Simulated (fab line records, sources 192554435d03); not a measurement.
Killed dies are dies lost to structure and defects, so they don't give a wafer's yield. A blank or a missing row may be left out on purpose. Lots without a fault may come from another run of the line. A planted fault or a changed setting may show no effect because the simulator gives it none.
fab line records | flow n5_finfet
record lots=24 wafers=72 last_day=19
route steps=1938 shown HKMG_FIN@441 GATE_CUT@466
lots that met no fault: from a run of the same line without faults
start_h: hours from the record's first day to the start of the lot's first wafer shown | wait_h: hours since the lot's step before | " the same as in the row above | L1.1+2: a row that stands for several wafers | - no value, or no start given | * or withheld: withheld | < > ~ a bound
route shown NAME@n: a module of which the file shows steps, and the number in the route of the first | usual: mean/standard deviation of fault-free wafers | same: alike in all rows | chamber/n: place in a boat | sites: the reading at each site | _std_site: their standard deviation | _edge_site: outer sites' mean less inner sites' | radius_mm: how far each site lies from the wafer's centre | mask NAME#n: copy n | behind: the tool/chamber that last shaped the wafer | hold: why the lot was held/for how many hours/how that ended | device: the transistor (n, p or np) that didn't switch | end of line: the same wafers' tests at the end of the route | a step without rows: its recipe alone | killed: dies lost to structure and defects at the first sort, not the wafer's yield | map: a wafer's dies, x killed, . not, _ none there
set.NAME: the setting as run; set.NAME@STEP: as run at that earlier step | model.NAME: the simulator's own value behind a step, which no gauge read
steps of the route over a sample of lots; a table a step, a row a wafer
services: from which hour (start_h, from the record's first day; less than 0 if before it) a tool's chamber was out of use, for how many hours, and why
## steps
# step N5_HKMG_FIN_STRIP_19
# recipe chemistry=N2/H2 power_w=2500 temp_c=300 h2_frac=0.65 time_s=360 pressure_mtorr=withheld n2_flow_sccm=1750 h2_flow_sccm=3250
# usual drypump_motor_current_A=5.1/0.3 heater_power_w=471/53
# columns lot.wafer tool chamber start_h wait_h drypump_motor_current_A heater_power_w rf_hours_counter_h
L074.2 plasma_asher-02 1 78.99 0.0 5.4 358 37
L074.4 " 1 " " 5.4 357 -
L074.5 " 1 " " 5.4 360 -
L075.1 plasma_asher-01 0 89.07 0.0 4.9 518 84
L075.3 " 0 " " 4.9 522 -
L075.5 " 1 " " 4.9 448 -
L076.1 plasma_asher-01 0 95.75 0.0 4.9 513 85
L076.2 " 1 " " 4.9 462 85
L076.6 " 1 " " 4.9 467 -
L078.1 plasma_asher-02 0 100.14 0.0 5.7 490 42
L078.2 " 1 " " 5.4 365 42
L078.6 " 0 " " 5.7 498 -
L077.2 plasma_asher-01 0 104.88 0.0 4.9 522 87
L077.3 " 1 " " 4.9 473 -
L077.4 " 0 " " 4.9 524 -
L079.3 plasma_asher-02 1 109.37 0.1 5.4 363 -
L079.4 " 0 " " 5.7 491 -
L079.6 " 0 " " 5.7 492 -
L080.1 plasma_asher-02 1 113.08 0.0 5.4 362 45
L080.2 " 0 " " 5.7 494 45
L080.6 " 1 " " 5.4 358 -
L081.2 plasma_asher-02 0 121.47 0.0 5.7 494 47
L081.3 " 0 " " 5.7 508 -
L081.5 " 1 " " 5.4 361 -
L082.2 plasma_asher-01 0 130.80 0.0 4.9 515 91
L082.5 " 0 " " 4.9 516 -
L082.6 " 1 " " 4.9 465 -
L083.1 plasma_asher-02 0 135.78 0.0 5.7 504 49
L083.2 " 1 " " 5.4 364 49
L083.3 " 0 " " 5.7 503 -
L084.1 plasma_asher-01 0 148.04 0.0 4.9 511 94
L084.3 " 0 " " 4.9 515 -
L084.6 " 1 " " 4.9 469 -
L085.1 plasma_asher-01 1 153.85 0.0 4.9 457 95
L085.2 " 0 " " 4.9 501 95
L085.6 " 0 " " 4.9 524 -
L086.4 plasma_asher-01 0 157.13 0.1 4.9 516 -
L086.5 " 1 " " 4.9 468 -
L086.6 " 0 " " 4.9 519 -
L087.1 plasma_asher-01 1 160.13 0.0 4.9 470 96
L087.3 " 0 " " 4.9 526 -
L087.5 " 1 " " 4.9 467 -
L088.2 plasma_asher-01 0 166.39 0.1 4.9 526 99
L088.3 " 0 " " 4.9 514 -
L088.6 " 0 " " 4.9 511 -
L089.3 plasma_asher-01 1 170.57 0.1 4.9 468 -
L089.4 " 0 " " 4.9 503 -
L089.6 " 1 " " 4.9 469 -
L090.1 plasma_asher-01 1 174.47 0.0 4.9 473 103
L090.4 " 1 " " 4.9 457 -
L090.6 " 0 " " 4.9 514 -
L092.1 plasma_asher-01 0 181.95 0.0 4.9 529 105
L092.4 " 0 " " 4.9 516 -
L092.5 " 1 " " 4.9 476 -
L091.1 plasma_asher-01 1 185.90 0.0 4.9 462 107
L091.3 " 0 " " 4.9 517 -
L091.4 " 1 " " 4.9 465 -
L093.1 plasma_asher-01 1 194.23 0.0 4.9 462 110
L093.4 " 0 " " 4.9 532 -
L093.5 " 1 " " 4.9 465 -
L094.2 plasma_asher-01 1 201.29 0.0 4.9 462 111
L094.5 " 1 " " 4.9 471 -
L094.6 " 0 " " 4.9 533 -
L095.1 plasma_asher-02 0 201.74 0.0 5.7 500 57
L095.3 " 0 " " 5.7 496 -
L095.4 " 1 " " 5.4 358 -
L096.4 plasma_asher-01 1 211.67 0.1 4.9 463 -
L096.5 " 1 " " 4.9 463 -
L096.6 " 0 " " 4.9 514 -
L097.1 plasma_asher-02 1 216.95 0.0 5.4 370 60
L097.2 " 0 " " 5.7 489 60
L097.5 " 0 " " 5.7 501 -
# step N5_HKMG_FIN_CMP_94
# recipe stop_on=SiNx post_cmp_clean=w_dilute_nh4oh t_overpolish_s=4.7 down_force_psi=4 platen_rpm=50.289 pad_velocity_m_s=1.0006 target_thk_nm=43.299
# usual head_pressure_psi=4.000/0.0086 motor_current_A=12.1/1.3 pad_life_wafers=1375/590
# columns lot.wafer tool chamber start_h wait_h head_pressure_psi motor_current_A pad_life_wafers
L074.2 cmp-02 1 82.79 0.4 4.004 13.9 1716
L074.4 " 0 " " 4.003 11.6 1719
L074.5 " 1 " " 3.984 13.6 -
L075.3 cmp-02 0 92.87 0.3 4.011 12.2 1795
L075.1 " 1 " " 4.004 13.3 1796
L075.5 " 0 " " 3.992 12.0 -
L076.2 cmp-02 1 99.40 0.3 4.001 13.2 1844
L076.1 " 2 " " 3.998 13.1 1845
L076.6 " 3 " " 3.993 10.9 -
L078.1 cmp-02 0 103.76 0.3 3.989 11.4 1885
L078.2 " 1 " " 4.005 13.7 1886
L078.6 " 0 " " 4.008 12.0 -
L077.3 cmp-03 2 108.58 0.3 4.021 12.3 1057
L077.4 " 3 " " 3.989 11.0 1058
L077.2 " 0 " " 3.992 10.6 1059
L079.3 cmp-03 3 112.91 0.3 4.007 11.0 1087
L079.4 " 1 " " 3.988 14.4 1089
L079.6 " 2 " " 4.012 13.0 -
L080.1 cmp-03 1 116.67 0.3 4.009 14.3 1123
L080.2 " 2 " " 4.015 12.9 1124
L080.6 " 1 " " 3.995 14.0 -
L081.3 cmp-03 3 125.09 0.3 3.993 10.9 1196
L081.2 " 0 " " 3.989 11.2 1197
L081.5 " 2 " " 4.008 12.5 -
L082.2 cmp-02 0 134.49 0.3 4.001 11.7 2114
L082.5 " 2 " " 4.006 13.2 -
L082.6 " 3 " " 4.009 11.0 -
L083.3 cmp-03 0 139.37 0.4 4.000 10.8 1326
L083.2 " 1 " " 3.997 13.1 1327
L083.1 " 2 " " 3.994 12.8 1328
L084.3 cmp-03 0 151.71 0.3 4.003 10.6 1441
L084.1 " 1 " " 4.010 14.2 1442
L084.6 " 3 " " 3.997 10.9 -
L085.2 cmp-02 0 157.59 0.3 4.003 12.1 20
L085.1 " 1 " " 4.015 13.3 21
L085.6 " 2 " " 3.999 13.4 -
L086.4 cmp-03 0 160.63 0.3 3.994 10.6 1520
L086.6 " 2 " " 4.003 12.6 -
L086.5 " 3 " " 4.005 11.1 -
L087.1 cmp-03 3 163.68 0.4 3.990 10.9 1542
L087.3 " 1 " " 3.984 15.0 1544
L087.5 " 0 " " 3.989 10.5 -
L088.3 cmp-03 0 170.45 0.3 4.011 11.4 1597
L088.2 " 2 " " 4.002 12.3 1599
L088.6 " 3 " " 3.997 10.8 -
L089.3 cmp-04 3 174.43 0.4 3.989 13.2 1590
L089.4 " 1 " " 3.996 11.4 1592
L089.6 " 3 " " 3.992 12.9 -
L090.1 cmp-04 2 178.28 0.4 4.000 11.8 1620
L090.4 " 0 " " 3.995 11.3 1622
L090.6 " 3 " " 4.016 12.5 -
L092.4 cmp-02 1 185.66 0.4 4.000 13.4 240
L092.1 " 2 " " 3.995 13.0 241
L092.5 " 1 " " 4.009 14.2 -
L091.3 cmp-02 0 189.47 0.3 4.005 11.9 277
L091.1 " 1 " " 3.997 12.7 278
L091.4 " 2 " " 3.995 13.1 279
L093.1 cmp-03 1 197.84 0.3 3.994 13.4 1838
L093.4 " 2 " " 4.004 12.9 1839
L093.5 " 3 " " 4.001 11.0 -
L094.2 cmp-03 2 204.94 0.3 3.998 12.7 1903
L094.5 " 1 " " 3.995 14.2 -
L094.6 " 2 " " 3.997 12.3 -
L095.4 cmp-02 2 205.29 0.4 4.013 12.5 384
L095.1 " 3 " " 3.999 11.0 385
L095.3 " 0 " " 4.001 11.9 386
L096.4 cmp-04 3 215.18 0.3 3.983 12.8 1909
L096.6 " 2 " " 4.004 11.1 -
L096.5 " 3 " " 3.990 12.9 -
L097.1 cmp-04 1 220.70 0.4 3.994 12.1 1962
L097.2 " 0 " " 4.004 11.6 1965
L097.5 " 2 " " 3.994 11.8 -
# step N5_HKMG_FIN_INSPECT_28
# recipe inspect_instrument=darkfield mode=post_cmp
# usual raw_defect_count=40/15
# columns lot.wafer tool chamber start_h wait_h raw_defect_count
L074.2 defect_inspect-02 - 83.03 0.0 50
L074.4 " - " " 30
L074.5 " - " " 50
L075.1 defect_inspect-01 - 93.08 0.0 40
L075.3 " - " " 22
L075.5 " - " " 34
L076.1 defect_inspect-02 - 99.57 0.0 41
L076.2 " - " " 27
L076.6 " - " " 22
L078.1 defect_inspect-01 - 103.96 0.0 48
L078.2 " - " " 41
L078.6 " - " " 39
L077.2 defect_inspect-01 - 108.78 0.0 42
L077.3 " - " " 18
L077.4 " - " " 43
L079.3 defect_inspect-02 - 113.11 0.0 24
L079.4 " - " " 37
L079.6 " - " " 49
L080.1 defect_inspect-01 - 116.87 0.0 59
L080.2 " - " " 46
L080.6 " - " " 34
L081.2 defect_inspect-01 - 125.27 0.0 30
L081.3 " - " " 27
L081.5 " - " " 73
L082.2 defect_inspect-02 - 134.66 0.0 54
L082.5 " - " " 13
L082.6 " - " " 35
L083.1 defect_inspect-01 - 139.61 0.0 21
L083.2 " - " " 25
L083.3 " - " " 41
L084.1 defect_inspect-01 - 151.92 0.0 39
L084.3 " - " " 72
L084.6 " - " " 72
L085.1 defect_inspect-02 - 157.76 0.0 20
L085.2 " - " " 33
L085.6 " - " " 42
L086.4 defect_inspect-01 - 160.81 0.0 38
L086.5 " - " " 32
L086.6 " - " " 89
L087.1 defect_inspect-01 - 163.91 0.0 39
L087.3 " - " " 33
L087.5 " - " " 22
L088.2 defect_inspect-01 - 170.65 0.0 62
L088.3 " - " " 50
L088.6 " - " " 30
L089.3 defect_inspect-01 - 174.66 0.0 19
L089.4 " - " " 50
L089.6 " - " " 43
L090.1 defect_inspect-01 - 178.51 0.0 29
L090.4 " - " " 48
L090.6 " - " " 25
L092.1 defect_inspect-01 - 185.89 0.0 43
L092.4 " - " " 53
L092.5 " - " " 33
L091.1 defect_inspect-01 - 189.68 0.0 50
L091.3 " - " " 49
L091.4 " - " " 45
L093.1 defect_inspect-02 - 198.01 0.0 34
L093.4 " - " " 41
L093.5 " - " " 28
L094.2 defect_inspect-01 - 205.14 0.0 40
L094.5 " - " " 19
L094.6 " - " " 31
L095.1 defect_inspect-02 - 205.52 0.0 38
L095.3 " - " " 20
L095.4 " - " " 32
L096.4 defect_inspect-01 - 215.38 0.0 67
L096.5 " - " " 104
L096.6 " - " " 34
L097.1 defect_inspect-02 - 220.93 0.0 34
L097.2 " - " " 36
L097.5 " - " " 47
# step N5_GATE_CUT_ETCH_56
# recipe chemistry=Cl2/Ar target=TiN target_depth_a=216 pressure_mtorr=10 icp_w=600 bias_w=60 Cl2_flow_sccm=40 Ar_flow_sccm=60
# usual drypump_motor_current_A=5.5/0.33 oes_product_au=0.79/0.13 throttle_valve_pct=20.69/0.19
# columns lot.wafer tool chamber start_h wait_h drypump_motor_current_A oes_product_au rf_hours_counter_h throttle_valve_pct
L074.2 rie_metal-03 0 83.33 0.2 5.6 0.98 - 20.52
L074.4 " 0 " " 5.6 0.98 - 20.52
L074.5 " 0 " " 5.6 0.98 - 20.51
L075.1 rie_metal-01 1 93.23 0.1 5.4 0.88 13 20.53
L075.3 " 0 " " 5.0 0.60 - 20.99
L075.5 " 0 " " 5.1 0.60 - 20.99
L076.1 rie_metal-03 0 99.76 0.1 5.7 0.97 4 20.50
L076.2 " 1 " " 5.7 0.78 34 20.62
L076.6 " 1 " " 5.7 0.77 - 20.63
L078.1 rie_metal-01 1 104.12 0.1 5.5 0.88 14 20.55
L078.2 " 0 " " 5.0 0.60 141 20.98
L078.6 " 1 " " 5.4 0.88 - 20.55
L077.2 rie_metal-03 0 108.97 0.1 5.6 0.96 5 20.52
L077.3 " 1 " " 5.7 0.76 - 20.63
L077.4 " 0 " " 5.7 0.97 - 20.53
L079.3 rie_metal-02 1 113.29 0.1 5.5 0.86 - 20.52
L079.4 " 0 " " 6.1 0.93 - 20.72
L079.6 " 1 " " 5.5 0.86 - 20.54
L080.1 rie_metal-01 0 117.02 0.1 5.0 0.59 142 20.99
L080.2 " 1 " " 5.5 0.86 16 20.56
L080.6 " 0 " " 5.1 0.59 - 21.02
L081.2 rie_metal-01 0 125.42 0.1 5.0 0.59 142 20.99
L081.3 " 1 " " 5.4 0.87 - 20.57
L081.5 " 0 " " 5.0 0.60 - 20.98
L082.2 rie_metal-03 0 134.82 0.1 5.7 0.95 6 20.53
L082.5 " 1 " " 5.6 0.76 - 20.64
L082.6 " 0 " " 5.7 0.95 - 20.52
L083.1 rie_metal-03 0 139.76 0.1 5.6 0.95 7 20.52
L083.2 " 1 " " 5.7 0.76 37 20.61
L083.3 " 1 " " 5.6 0.76 - 20.63
L084.1 rie_metal-03 1 152.07 0.1 5.6 0.75 38 20.61
L084.3 " 1 " " 5.6 0.75 - 20.63
L084.6 " 1 " " 5.7 0.76 - 20.64
L085.1 rie_metal-01 0 158.04 0.2 5.0 0.59 146 21.01
L085.2 " 0 " " 5.0 0.59 - 21.00
L085.6 " 0 " " 5.0 0.59 - 20.98
L086.4 rie_metal-01 0 161.17 0.2 5.1 0.59 - 21.01
L086.5 " 0 " " 5.1 0.59 - 20.99
L086.6 " 0 " " 5.0 0.59 - 20.99
L087.1 rie_metal-02 1 164.06 0.1 5.5 0.83 24 20.54
L087.3 " 0 " " 6.1 0.90 - 20.74
L087.5 " 1 " " 5.5 0.84 - 20.55
L088.2 rie_metal-03 1 170.81 0.1 5.6 0.75 39 20.64
L088.3 " 1 " " 5.6 0.75 - 20.63
L088.6 " 1 " " 5.7 0.75 - 20.64
L089.3 rie_metal-01 0 175.00 0.2 5.0 0.59 - 21.01
L089.4 " 0 " " 5.1 0.59 - 21.02
L089.6 " 0 " " 5.0 0.58 - 20.99
L090.1 rie_metal-01 0 178.78 0.2 5.0 0.59 149 21.02
L090.4 " 0 " " 5.1 0.59 - 21.00
L090.6 " 0 " " 5.0 0.58 - 20.99
L092.1 rie_metal-02 0 186.04 0.1 6.1 0.89 15 20.74
L092.4 " 0 " " 6.1 0.88 - 20.75
L092.5 " 0 " " 6.1 0.89 - 20.74
L091.1 rie_metal-03 1 189.83 0.1 5.7 0.75 41 20.65
L091.3 " 0 " " 5.6 0.92 - 20.54
L091.4 " 1 " " 5.7 0.75 - 20.64
L093.1 rie_metal-02 0 198.17 0.1 6.1 0.88 16 20.73
L093.4 " 0 " " 6.1 0.88 - 20.73
L093.5 " 0 " " 6.1 0.89 - 20.74
L094.2 rie_metal-03 0 205.29 0.1 5.6 0.91 12 20.55
L094.5 " 1 " " 5.7 0.74 - 20.65
L094.6 " 0 " " 5.6 0.91 - 20.54
L095.1 rie_metal-02 0 205.67 0.1 6.1 0.88 17 20.73
L095.3 " 1 " " 5.5 0.83 - 20.54
L095.4 " 0 " " 6.1 0.88 - 20.73
L096.4 rie_metal-03 0 215.57 0.1 5.6 0.90 - 20.56
L096.5 " 1 " " 5.6 0.75 - 20.63
L096.6 " 0 " " 5.6 0.90 - 20.53
L097.1 rie_metal-02 0 221.08 0.1 6.1 0.87 18 20.72
L097.2 " 1 " " 5.5 0.82 30 20.55
L097.5 " 1 " " 5.5 0.83 - 20.54
# step N5_GATE_CUT_HM_DEP_46
# recipe material=SiO2 target_thk_a=1300 temp_c=400 precursor=TEOS/O2 pressure_torr=6.5 rf_w=900 teos_flow_sccm=161.4 gas=O2 flow_sccm=2650 time_s=26.6
# usual heater_power_w=576/100 showerhead_plenum_p_Torr=8.369/0.027 throttle_valve_pct=18.2/1.3
# columns lot.wafer tool chamber start_h wait_h heater_power_w showerhead_plenum_p_Torr throttle_valve_pct
L074.2 pecvd-04 2 86.62 0.0 595 8.337 18.1
L074.4 " 1 " " 499 8.378 20.9
L074.5 " 2 " " 609 8.335 18.0
L075.1 pecvd-02 2 96.83 0.0 538 8.370 16.6
L075.3 " 1 " " 436 8.334 18.6
L075.5 " 2 " " 556 8.385 16.6
L076.1 pecvd-03 1 103.52 0.0 662 8.368 18.5
L076.2 " 2 " " 479 8.376 16.1
L076.6 " 1 " " 670 8.383 18.6
L078.1 pecvd-03 2 107.20 0.0 466 8.335 15.9
L078.2 " 1 " " 637 8.361 18.8
L078.6 " 1 " " 647 8.363 18.5
L077.2 pecvd-03 1 112.12 0.0 714 8.392 18.7
L077.3 " 2 " " 568 8.329 16.1
L077.4 " 2 " " 578 8.359 16.0
L079.3 pecvd-02 1 116.35 0.0 430 8.334 18.5
L079.4 " 0 " " 578 8.391 18.0
L079.6 " 2 " " 568 8.409 16.5
L080.1 pecvd-02 2 120.42 0.0 510 8.363 16.7
L080.2 " 0 " " 503 8.402 17.9
L080.6 " 1 " " 419 8.297 18.6
L081.2 pecvd-02 1 128.52 0.0 482 8.317 18.6
L081.3 " 2 " " 623 8.372 16.7
L081.5 " 0 " " 609 8.381 18.2
L082.2 pecvd-04 2 137.90 0.0 660 8.336 18.2
L082.5 " 1 " " 541 8.402 20.9
L082.6 " 2 " " 627 8.338 18.1
L083.1 pecvd-02 0 142.88 0.0 522 8.389 18.2
L083.2 " 1 " " 483 8.336 18.5
L083.3 " 2 " " 612 8.373 17.0
L084.1 pecvd-03 0 155.16 0.0 684 8.375 18.0
L084.3 " 2 " " 515 8.374 15.8
L084.6 " 0 " " 691 8.405 18.2
L085.1 pecvd-02 0 161.29 0.0 531 8.388 18.1
L085.2 " 1 " " 428 8.350 18.5
L085.6 " 2 " " 652 8.394 16.7
L086.4 pecvd-03 0 164.44 0.1 758 8.392 18.2
L086.5 " 2 " " 437 8.364 16.1
L086.6 " 1 " " 708 8.369 18.8
L087.1 pecvd-03 1 167.15 0.0 692 8.371 18.6
L087.3 " 0 " " 756 8.388 18.2
L087.5 " 0 " " 745 8.359 18.0
L088.2 pecvd-02 0 173.90 0.0 473 8.399 18.2
L088.3 " 1 " " 446 8.309 18.7
L088.6 " 2 " " 597 8.360 16.7
L089.3 pecvd-03 1 178.72 0.0 777 8.377 19.0
L089.4 " 0 " " 826 8.376 18.1
L089.6 " 2 " " 442 8.367 16.0
L090.1 pecvd-02 2 182.27 0.0 632 8.379 17.0
L090.4 " 1 " " 442 8.330 18.2
L090.6 " 0 " " 557 8.361 18.3
L092.1 pecvd-04 2 189.14 0.0 639 8.345 18.5
L092.4 " 1 " " 596 8.395 20.8
L092.5 " 2 " " 641 8.362 18.4
L091.1 pecvd-04 2 193.03 0.0 516 8.346 18.4
L091.3 " 1 " " 538 8.399 20.8
L091.4 " 0 " " 499 8.378 19.3
L093.1 pecvd-02 0 201.25 0.0 505 8.400 18.0
L093.4 " 1 " " 412 8.308 18.6
L093.5 " 0 " " 505 8.409 17.9
L094.2 pecvd-04 2 208.83 0.0 646 8.355 18.3
L094.5 " 0 " " 509 8.388 19.3
L094.6 " 1 " " 586 8.412 20.8
L095.1 pecvd-02 2 209.24 0.0 628 8.395 17.0
L095.3 " 1 " " 485 8.316 18.6
L095.4 " 2 " " 616 8.367 16.7
L096.4 pecvd-04 1 218.65 0.1 568 8.372 20.6
L096.5 " 2 " " 604 8.346 18.3
L096.6 " 0 " " 441 8.413 19.6
L097.1 pecvd-04 2 225.10 0.0 536 8.361 18.7
L097.2 " 1 " " 617 8.387 20.7
L097.5 " 2 " " 549 8.360 18.5
# step N5_GATE_CUT_INSPECT_15
# recipe mode=adi inspect_instrument=brightfield
# usual raw_defect_count=140/42
# columns lot.wafer tool chamber start_h wait_h raw_defect_count
L074.2 defect_inspect-02 - 87.17 0.0 116
L074.4 " - " " 94
L074.5 " - " " 68
L075.1 defect_inspect-01 - 97.26 0.1 167
L075.3 " - " " 135
L075.5 " - " " 162
L076.1 defect_inspect-02 - 104.07 0.1 102
L076.2 " - " " 106
L076.6 " - " " 146
L078.1 defect_inspect-01 - 107.75 0.1 124
L078.2 " - " " 162
L078.6 " - " " 89
L077.2 defect_inspect-02 - 112.54 0.0 181
L077.3 " - " " 136
L077.4 " - " " 106
L079.3 defect_inspect-02 - 116.90 0.0 116
L079.4 " - " " 137
L079.6 " - " " 162
L080.1 defect_inspect-02 - 120.85 0.1 205
L080.2 " - " " 127
L080.6 " - " " 183
L081.2 defect_inspect-02 - 128.94 0.0 185
L081.3 " - " " 177
L081.5 " - " " 214
L082.2 defect_inspect-01 - 138.33 0.0 91
L082.5 " - " " 109
L082.6 " - " " 73
L083.1 defect_inspect-02 - 143.31 0.1 166
L083.2 " - " " 108
L083.3 " - " " 210
L084.1 defect_inspect-01 - 155.59 0.1 68
L084.3 " - " " 204
L084.6 " - " " 136
L085.1 defect_inspect-02 - 161.84 0.1 161
L085.2 " - " " 197
L085.6 " - " " 113
L086.4 defect_inspect-01 - 164.85 0.0 132
L086.5 " - " " 212
L086.6 " - " " 99
L087.1 defect_inspect-01 - 167.70 0.1 127
L087.3 " - " " 144
L087.5 " - " " 139
L088.2 defect_inspect-02 - 174.33 0.0 128
L088.3 " - " " 285
L088.6 " - " " 125
L089.3 defect_inspect-01 - 179.15 0.0 91
L089.4 " - " " 146
L089.6 " - " " 107
L090.1 defect_inspect-02 - 182.83 0.1 140
L090.4 " - " " 152
L090.6 " - " " 170
L092.1 defect_inspect-02 - 189.70 0.1 173
L092.4 " - " " 240
L092.5 " - " " 109
L091.1 defect_inspect-02 - 193.46 0.1 79
L091.3 " - " " 106
L091.4 " - " " 109
L093.1 defect_inspect-01 - 201.68 0.1 122
L093.4 " - " " 115
L093.5 " - " " 144
L094.2 defect_inspect-02 - 209.38 0.0 169
L094.5 " - " " 98
L094.6 " - " " 106
L095.1 defect_inspect-01 - 209.66 0.1 224
L095.3 " - " " 157
L095.4 " - " " 211
L096.4 defect_inspect-01 - 219.07 0.0 95
L096.5 " - " " 182
L096.6 " - " " 144
L097.1 defect_inspect-01 - 225.65 0.1 110
L097.2 " - " " 128
L097.5 " - " " 153
## services
# columns tool chamber start_h hours kind
cmp-04 - 56.75 0.5 repair
pecvd-04 2 59.76 10.3 repair
cmp-03 - 59.86 5.8 pm
pecvd-02 2 69.67 17.4 repair
rie_metal-03 1 79.41 17.3 repair
pecvd-02 - 81.23 0.8 repair
pecvd-03 2 83.11 5.5 repair
rie_metal-03 0 85.81 3.8 repair
pecvd-02 2 87.11 2.1 scheduled_down
pecvd-04 1 94.15 4.8 repair
pecvd-03 - 95.93 0.6 repair
plasma_asher-02 - 134.18 1.1 repair
cmp-02 - 139.49 4.0 pm
cmp-02 - 143.49 - consumable_replace:conditioner
cmp-02 - 143.49 - consumable_replace:pad
cmp-02 - 143.49 11.0 pm
rie_metal-01 1 144.96 112.8 repair
pecvd-03 - 158.00 6.0 pm
plasma_asher-02 - 163.55 28.1 pm
rie_metal-03 1 165.66 1.4 repair
rie_metal-01 - 188.23 0.6 repair
cmp-04 - 212.82 0.3 repair
## key
fault none
